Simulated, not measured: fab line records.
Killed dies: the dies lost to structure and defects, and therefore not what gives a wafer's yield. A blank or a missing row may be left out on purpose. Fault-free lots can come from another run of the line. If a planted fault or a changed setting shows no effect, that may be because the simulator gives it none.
Matching of chambers    flow nandHarc    4 sister chambers for NHARC_A_ZERO_WELL_DESCUM_12 on rieDiel-01
The step chemistry O2, time 3 s. 16 wafers are shown with their chamber, then 8 later ones without.

== WAFERS, EACH WITH ITS CHAMBER ==
wafer   chamber  showerheadPlenumPTorr (Torr)  oesProductAu (a.u.)  rfVppV (V)
L076.1  3        1.96                          0.999                58.6
L076.5  2        1.95                          0.998                58.1
L076.6  3        1.96                          0.998                57.7
L080.1  2        1.95                          0.999                58.2
L080.5  0        1.92                          1.012                58.0
L080.6  1        1.85                          1.005                57.0
L083.2  0        1.92                          1.009                57.2
L083.3  2        1.95                          1.000                58.2
L083.5  0        1.92                          1.015                55.8
L084.1  1        1.85                          1.010                56.4
L084.4  2        1.95                          1.017                58.1
L084.6  1        1.85                          1.004                57.5
L087.1  1        1.84                          1.002                57.5
L087.3  2        1.95                          0.998                57.2
L087.5  1        1.85                          0.993                56.9
L088.3  2        1.95                          1.018                58.5

SIGNATURES (means of the wafers above)
reading                chamber 0  chamber 1  chamber 2  chamber 3  scatter within a chamber
showerheadPlenumPTorr  1.9200     1.8480     1.9500     1.9600     0.00258
oesProductAu           1.01200    1.00280    1.00500    0.99850    0.00733
rfVppV                 57.000     57.060     58.050     58.150     0.627
Rule: distance of a wafer from a chamber = root of the sum over the readings of ((wafer's reading minus chamber's mean) / reading's scatter) squared. If the next closest chamber is less than 2 further off than the closest, the wafer can't be placed; otherwise it belongs to the closest. How the scatter is found: for the shown wafers, subtract from each reading the mean of its chamber, square and add these, divide the total by (wafers less chambers), then take the root.

== WAFERS WITH NO CHAMBER GIVEN ==
wafer   showerheadPlenumPTorr (Torr)  oesProductAu (a.u.)  rfVppV (V)
L088.5  1.85                          1.012                56.9
L088.6  1.96                          1.005                59.3
L092.2  1.92                          1.012                57.2
L092.4  1.84                          1.011                56.1
L092.5  1.95                          1.003                59.4
L094.3  1.84                          1.007                56.7
L094.4  1.95                          1.002                57.8
L094.5  1.95                          0.997                57.5

== THE CHAMBER EACH PASSED THROUGH ==
wafer   from the rows above  in truth
L088.5  1                    1
L088.6  3                    3
L092.2  0                    0
L092.4  1                    1
L092.5  2                    2
L094.3  1                    1
L094.4  2                    2
L094.5  2                    2
Correct placement for 8 of the 8. Can't be placed from these rows: 0. Placed wrongly: 0.
